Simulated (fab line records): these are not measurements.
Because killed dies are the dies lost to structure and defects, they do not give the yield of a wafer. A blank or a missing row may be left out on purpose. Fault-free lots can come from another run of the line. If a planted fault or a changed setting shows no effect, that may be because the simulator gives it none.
Which tool is to blame? | flow nandHarc | Sampling: 24 lots, 72 wafers, 4 of 1159 route steps

## WHAT THE GAUGES SHOWED, per wafer
NHARC_P_STI_OVL_MEAS_10.
lot  | measured    | on         | overlayXNm (nm) | overlayYNm (nm)
L074 | day 2 08:43 | overlay-01 | 2 2 2           | 2 2 2
L075 | day 2 19:59 | overlay-01 | 5 5 5           | 2 3 2
L076 | day 2 20:08 | overlay-01 | 9 10 10         | -3 -3 -3
L078 | day 3 07:38 | overlay-01 | 3 2 3           | -2 -3 -2
L077 | day 3 07:47 | overlay-01 | -4 -4 -4        | -2 -3 -2
L079 | day 3 16:47 | overlay-01 | -1 -1 -1        | 5 5 5
L080 | day 3 22:57 | overlay-01 | 3 3 3           | 13 14 13
L081 | day 4 06:01 | overlay-01 | -4 -5 -5        | 5 5 5
L082 | day 4 12:19 | overlay-02 | -13 -12 -12     | 0 0 0
L083 | day 4 16:57 | overlay-01 | -3 -3 -3        | 4 4 4
L084 | day 4 23:56 | overlay-01 | -9 -9 -9        | -2 -2 -2
L086 | day 5 08:34 | overlay-02 | -2 -2 -1        | 13 13 13
L085 | day 5 08:36 | overlay-02 | 12 12 12        | 5 5 4
L087 | day 5 19:26 | overlay-02 | 2 1 2           | -3 -3 -3
L088 | day 5 19:35 | overlay-01 | -3 -2 -2        | -1 -2 -2
L089 | day 6 06:07 | overlay-02 | -3 -2 -2        | 14 13 13
L090 | day 6 11:45 | overlay-02 | -12 -11 -11     | 3 3 3
L091 | day 6 18:14 | overlay-02 | 7 6 7           | -10 -10 -10
L092 | day 6 23:14 | overlay-01 | -5 -5 -5        | -3 -3 -4
L093 | day 7 05:39 | overlay-02 | -2 -2 -2        | -3 -2 -3
L094 | day 7 12:53 | overlay-02 | -2 -3 -2        | 4 5 5
L095 | day 7 16:42 | overlay-01 | 7 7 8           | 2 2 2
L096 | day 8 01:19 | overlay-01 | -17 -17 -16     | -15 -15 -15
L097 | day 8 01:28 | overlay-02 | 0 0 0           | -1 -1 0

NHARC_P_CONTACT_OVL_MEAS_13.
lot  | measured     | on         | overlayXNm (nm) | overlayYNm (nm)
L074 | day 5 07:27  | overlay-02 | 1.5 0.9 1.1     | -0.4 0.3 -0.2
L075 | day 5 18:40  | overlay-02 | -1.2 -1.8 -1.3  | -0.2 -1.0 -0.6
L076 | day 5 17:54  | overlay-01 | 0.9 0.7 0.9     | -1.0 -1.3 -1.0
L078 | day 6 09:41  | overlay-01 | 1.0 0.8 0.8     | -0.2 -0.6 -0.9
L077 | day 6 10:06  | overlay-01 | 0.0 0.4 0.8     | -0.5 -0.1 0.4
L079 | day 6 21:41  | overlay-01 | -1.3 -1.4 -1.3  | -0.2 -0.1 -0.7
L080 | day 7 04:07  | overlay-01 | 0.0 -0.3 0.0    | -0.8 -0.8 -0.3
L081 | day 7 03:26  | overlay-01 | -1.7 -1.1 -0.8  | -1.0 -0.7 -0.5
L082 | day 7 17:37  | overlay-02 | 0.0 0.5 0.6     | 0.8 0.6 0.3
L083 | day 7 17:06  | overlay-01 | -0.3 -0.5 -0.1  | -0.2 0.6 -0.1
L084 | day 8 02:07  | overlay-02 | 0.2 0.7 0.7     | 0.8 1.2 0.6
L086 | day 8 18:53  | overlay-01 | 1.2 1.5 1.5     | -0.2 -1.1 0.0
L085 | day 9 01:24  | overlay-02 | 0.3 0.2 0.2     | 0.3 0.2 0.3
L087 | day 8 19:37  | overlay-01 | 0.0 -1.0 -0.6   | -1.3 -1.7 -1.7
L088 | day 8 19:17  | overlay-01 | 1.8 0.8 0.7     | 0.1 0.4 -0.3
L089 | day 9 07:32  | overlay-01 | -0.4 -1.2 -0.3  | 2.1 2.2 2.5
L090 | day 9 17:38  | overlay-02 | -1.5 -1.0 -1.0  | 0.2 -0.6 -0.2
L091 | day 9 19:35  | overlay-02 | 0.5 0.0 0.3     | 0.4 1.0 -0.1
L092 | day 9 19:16  | overlay-01 | -1.1 -0.4 -0.2  | 1.2 1.0 1.5
L093 | day 10 06:01 | overlay-01 | -1.3 -0.8 -1.3  | -0.2 -0.4 -0.3
L094 | day 10 14:38 | overlay-01 | 0.1 -0.1 0.7    | -0.9 -1.1 -0.6
L095 | day 10 22:47 | overlay-01 | 0.0 0.6 0.2     | -0.5 -0.6 0.2
L096 | day 10 23:51 | overlay-01 | -0.1 0.2 -0.4   | 0.4 0.4 1.0
L097 | day 10 22:29 | overlay-01 | 0.3 0.0 0.4     | -0.3 -1.3 -0.3

## WHICH TOOL RAN EACH LOT (tool, then ch and the chambers of the sampled wafers, then the start)
lot  | NHARC_P_GATE_HM_DEP_102      | NHARC_P_GATE_STRIP_112
L074 | aclDep-01 ch 0, day 4 09:38  | plasmaAsher-02 ch 0,1, day 5 01:18
L075 | aclDep-02 ch 0, day 4 20:11  | plasmaAsher-01 ch 0,1, day 5 12:31
L076 | aclDep-03 ch 0, day 4 19:59  | plasmaAsher-02 ch 0,1, day 5 11:56
L078 | aclDep-01 ch 0, day 5 11:45  | plasmaAsher-02 ch 0,1, day 6 03:23
L077 | aclDep-02 ch 0, day 5 11:45  | plasmaAsher-01 ch 0,1, day 6 03:37
L079 | aclDep-03 ch 0, day 6 00:03  | plasmaAsher-02 ch 0, day 6 15:37
L080 | aclDep-03 ch 0, day 6 05:20  | plasmaAsher-01 ch 0,1, day 6 21:40
L081 | aclDep-02 ch 0, day 6 05:26  | plasmaAsher-02 ch 0,1, day 6 21:26
L082 | aclDep-03 ch 0, day 6 19:09  | plasmaAsher-01 ch 0,1, day 7 11:44
L083 | aclDep-02 ch 0, day 6 19:11  | plasmaAsher-01 ch 0,1, day 7 11:13
L084 | aclDep-02 ch 0, day 7 04:11  | plasmaAsher-02 ch 0,1, day 7 20:11
L086 | aclDep-03 ch 0, day 7 20:25  | plasmaAsher-02 ch 0,1, day 8 12:53
L085 | aclDep-02 ch 0, day 7 20:51  | plasmaAsher-01 ch 0,1, day 8 19:31
L087 | aclDep-01 ch 0, day 7 20:04  | plasmaAsher-02 ch 0,1, day 8 13:53
L088 | aclDep-01 ch 0, day 7 20:43  | plasmaAsher-02 ch 0,1, day 8 13:21
L089 | aclDep-03 ch 0, day 8 09:37  | plasmaAsher-02 ch 0,1, day 9 01:24
L090 | aclDep-02 ch 0, day 8 20:06  | plasmaAsher-01 ch 0,1, day 9 11:42
L091 | aclDep-03 ch 0, day 8 21:00  | plasmaAsher-01 ch 0,1, day 9 13:17
L092 | aclDep-02 ch 0, day 8 20:45  | plasmaAsher-02 ch 0,1, day 9 13:04
L093 | aclDep-01 ch 0, day 9 08:28  | plasmaAsher-02 ch 0,1, day 10 00:03
L094 | aclDep-01 ch 0, day 9 14:50  | plasmaAsher-02 ch 0,1, day 10 08:46
L095 | aclDep-01 ch 0, day 10 00:40 | plasmaAsher-01 ch 1, day 10 16:38
L096 | aclDep-01 ch 0, day 10 01:31 | plasmaAsher-02 ch 0,1, day 10 17:32
L097 | aclDep-03 ch 0, day 10 00:40 | plasmaAsher-01 ch 0,1, day 10 16:18
- NHARC_P_GATE_HM_DEP_102: deposits aC, target thk 120 nm.
- NHARC_P_GATE_STRIP_112: strips in N2/H2, time 200 s.

## WHAT THE TOOLS THEMSELVES READ (means of the sampled wafers that have a number; where no wafer has one, the mark that the record gives instead)
NHARC_P_GATE_HM_DEP_102.
lot  | tool      | throttleValvePct (%)
L074 | aclDep-01 | 34.997
L075 | aclDep-02 | 35.005
L076 | aclDep-03 | 34.994
L078 | aclDep-01 | 34.999
L077 | aclDep-02 | 34.991
L079 | aclDep-03 | 34.999
L080 | aclDep-03 | 35.009
L081 | aclDep-02 | 34.994
L082 | aclDep-03 | 35.012
L083 | aclDep-02 | 35.002
L084 | aclDep-02 | 35.006
L086 | aclDep-03 | 35.004
L085 | aclDep-02 | 34.999
L087 | aclDep-01 | 34.991
L088 | aclDep-01 | 35.002
L089 | aclDep-03 | 34.999
L090 | aclDep-02 | 34.999
L091 | aclDep-03 | 34.994
L092 | aclDep-02 | 35.004
L093 | aclDep-01 | 35.005
L094 | aclDep-01 | 35.003
L095 | aclDep-01 | 35.011
L096 | aclDep-01 | 34.996
L097 | aclDep-03 | 35.003

NHARC_P_GATE_STRIP_112.
lot  | tool           | drypumpMotorCurrentA (A) | heaterPowerW (W)
L074 | plasmaAsher-02 | 6.2                      | 91
L075 | plasmaAsher-01 | 5.4                      | 90
L076 | plasmaAsher-02 | 6.2                      | 89
L078 | plasmaAsher-02 | 5.8                      | 89
L077 | plasmaAsher-01 | 5.4                      | 91
L079 | plasmaAsher-02 | 5.3                      | 90
L080 | plasmaAsher-01 | 5.4                      | 86
L081 | plasmaAsher-02 | 5.8                      | 91
L082 | plasmaAsher-01 | 5.4                      | 90
L083 | plasmaAsher-01 | 5.4                      | 89
L084 | plasmaAsher-02 | 6.3                      | 90
L086 | plasmaAsher-02 | 6.2                      | 90
L085 | plasmaAsher-01 | 5.4                      | 90
L087 | plasmaAsher-02 | 5.8                      | 89
L088 | plasmaAsher-02 | 6.2                      | 90
L089 | plasmaAsher-02 | 5.8                      | 88
L090 | plasmaAsher-01 | 5.4                      | 90
L091 | plasmaAsher-01 | 5.4                      | 85
L092 | plasmaAsher-02 | 5.8                      | 90
L093 | plasmaAsher-02 | 6.2                      | 88
L094 | plasmaAsher-02 | 5.8                      | 90
L095 | plasmaAsher-01 | 5.3                      | 96
L096 | plasmaAsher-02 | 5.8                      | 90
L097 | plasmaAsher-01 | 5.5                      | 85

## THE ANSWER, worked out from the rows above alone
Rule: the usual values come from the lots themselves. The widest of any qualifying gaps counts: lots, ordered by their means at a reading, are off when they make up no more than a third of the lots, leave a main group of 4 or more, and stand apart from it by 3 or more times the standard deviation of that group's means. A main group is skipped when, at the precision printed for the reading in the tables above, its means are all equal. Also off: a lot with no number at a reading for which 4 or more lots have one. Where the step has rows for the other lots, those lots are counted as sound. First the gauges in route order, then the tools' own readings, where a lot's mean is used as printed above. The first step at which some lot is off is used, and at that step the reading that is off furthest; a lot without a number counts as furthest.
Across all readings shown, no lot is off: no conclusion can be drawn from this.

## WHAT HAD BEEN PUT IN BY THE SIMULATOR
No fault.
